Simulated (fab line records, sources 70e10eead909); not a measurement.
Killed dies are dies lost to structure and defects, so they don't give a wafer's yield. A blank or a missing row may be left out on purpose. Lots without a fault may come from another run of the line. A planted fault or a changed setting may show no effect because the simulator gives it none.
Tool commonality check | flow nand_harc | 14 lots, 42 wafers sampled

WHY IT WAS OPENED
At NHARC_END_SORT_01 the reading killed_dies is flagged on 2 of 14 lots. Wafers without a fault read 31, standard deviation 12.
Rule: a lot is flagged when every wafer of it that has a number lies more than 4 standard deviations from that mean, or none has a number. The other lots count as sound.

lot  | measured     | on        | killed_dies, wafer by wafer | flag
L224 | day 20 17:57 | prober-01 | 38 26 28                    |
L226 | day 21 00:09 | prober-02 | 20 18 19                    |
L225 | day 21 07:53 | prober-01 | 36 35 25                    |
L227 | day 21 08:04 | prober-02 | 12 15 12                    |
L229 | day 21 15:52 | prober-02 | 32 32 19                    |
L228 | day 21 16:32 | prober-01 | 15 29 34                    |
L230 | day 21 23:37 | prober-02 | 37 33 35                    |
L231 | day 22 00:20 | prober-01 | 24 22 20                    |
L233 | day 22 08:08 | prober-01 | 116 115 115                 | FLAGGED
L232 | day 22 08:14 | prober-02 | 128 122 122                 | FLAGGED
L234 | day 24 01:34 | prober-01 | 45 49 58                    |
L244 | day 25 10:19 | prober-02 | 18 15 25                    |
L246 | day 26 01:59 | prober-02 | 21 10 7                     |
L247 | day 26 10:38 | prober-02 | 29 31 29                    |
The numbers of the flagged lots are 120 on average: +89 against the usual, or +7 standard deviations.

WHICH TOOL RAN EACH LOT
The record holds 3 process steps before the reading, out of a route of 1159 steps. In each cell: the tool, then ch and the chambers that the sampled wafers went through, then the start.
lot  | flag    | NHARC_A_CONTACT_CVD_19        | NHARC_THIN_TSV_STRIP_62              | NHARC_THIN_TSV_STRIP_56
L224 |         | cvd_w-01 ch 0,1, day 18 02:02 | plasma_asher-02 ch 0,1, day 19 15:25 | plasma_asher-02 ch 0,1, day 19 19:40
L226 |         | cvd_w-02 ch 0,1, day 18 06:12 | plasma_asher-02 ch 0,1, day 19 22:11 | plasma_asher-02 ch 0,1, day 20 02:14
L225 |         | cvd_w-02 ch 0,1, day 18 05:01 | plasma_asher-02 ch 0,1, day 19 21:10 | plasma_asher-02 ch 0,1, day 20 01:09
L227 |         | cvd_w-01 ch 0,1, day 19 09:35 | plasma_asher-02 ch 1, day 20 19:44   | plasma_asher-01 ch 0,1, day 20 23:35
L229 |         | cvd_w-02 ch 0,1, day 19 15:34 | plasma_asher-02 ch 0,1, day 21 02:28 | plasma_asher-01 ch 0,1, day 21 06:29
L228 |         | cvd_w-02 ch 0,1, day 19 09:26 | plasma_asher-01 ch 0,1, day 20 18:44 | plasma_asher-02 ch 0,1, day 20 22:44
L230 |         | cvd_w-01 ch 1, day 19 16:43   | plasma_asher-02 ch 0,1, day 21 03:05 | plasma_asher-01 ch 0, day 21 07:03
L231 |         | cvd_w-02 ch 0, day 19 18:54   | plasma_asher-01 ch 0,1, day 21 04:08 | plasma_asher-02 ch 0,1, day 21 08:05
L233 | FLAGGED | cvd_w-01 ch 0,1, day 20 02:23 | plasma_asher-02 ch 0,1, day 21 20:19 | plasma_asher-02 ch 0,1, day 22 00:17
L232 | FLAGGED | cvd_w-01 ch 1, day 20 03:14   | plasma_asher-01 ch 0,1, day 21 19:11 | plasma_asher-02 ch 1, day 21 23:04
L234 |         | cvd_w-02 ch 0,1, day 21 15:43 | plasma_asher-01 ch 0,1, day 23 12:01 | plasma_asher-01 ch 0,1, day 23 16:43
L244 |         | cvd_w-02 ch 0,1, day 23 08:17 | plasma_asher-02 ch 0,1, day 25 00:20 | plasma_asher-01 ch 0,1, day 25 04:11
L246 |         | cvd_w-01 ch 0,1, day 23 22:05 | plasma_asher-01 ch 0,1, day 25 11:50 | plasma_asher-01 ch 0,1, day 25 15:48
L247 |         | cvd_w-01 ch 0,1, day 23 22:58 | plasma_asher-01 ch 0,1, day 25 18:08 | plasma_asher-02 ch 0, day 25 22:06
What these steps do:
- NHARC_A_CONTACT_CVD_19: deposits W, target thk 300 nm, time 802 s.
- NHARC_THIN_TSV_STRIP_62: strips in N2/H2, time 20 s.
- NHARC_THIN_TSV_STRIP_56: strips in O2.
- NHARC_END_SORT_01

FLAGGED OVER TOTAL, TOOL BY TOOL (the gauges that took the reading come last)
step                    | tool            | lots run | flagged | share of the flagged lots | sound lots run after its first flagged lot
NHARC_A_CONTACT_CVD_19  | cvd_w-01        | 7        | 2       | all                       | 2 (L246,L247)
NHARC_A_CONTACT_CVD_19  | cvd_w-02        | 7        | 0       | none                      | -
NHARC_THIN_TSV_STRIP_62 | plasma_asher-01 | 6        | 1       | some                      | 3 (L234,L246,L247)
NHARC_THIN_TSV_STRIP_62 | plasma_asher-02 | 8        | 1       | some                      | 1 (L244)
NHARC_THIN_TSV_STRIP_56 | plasma_asher-01 | 6        | 0       | none                      | -
NHARC_THIN_TSV_STRIP_56 | plasma_asher-02 | 8        | 2       | all                       | 1 (L247)
NHARC_END_SORT_01       | prober-01       | 6        | 1       | some                      | 1 (L234)
NHARC_END_SORT_01       | prober-02       | 8        | 1       | some                      | 3 (L244,L246,L247)

WHAT THE TABLE ALLOWS
2 rows of the table ran every flagged lot: cvd_w-01 at NHARC_A_CONTACT_CVD_19, plasma_asher-02 at NHARC_THIN_TSV_STRIP_56.
- cvd_w-01 at NHARC_A_CONTACT_CVD_19: 2 of its 7 lots flagged. Sound lots ran on it after the first flagged one (L246, L247), which a lasting fault on the whole tool wouldn't allow.
- plasma_asher-02 at NHARC_THIN_TSV_STRIP_56: 2 of its 8 lots flagged. Sound lots ran on it after the first flagged one (L247), which a lasting fault on the whole tool wouldn't allow.
No row of the table ran every flagged lot and no sound lot after the first.

WHAT THE SIMULATOR HAD PUT IN
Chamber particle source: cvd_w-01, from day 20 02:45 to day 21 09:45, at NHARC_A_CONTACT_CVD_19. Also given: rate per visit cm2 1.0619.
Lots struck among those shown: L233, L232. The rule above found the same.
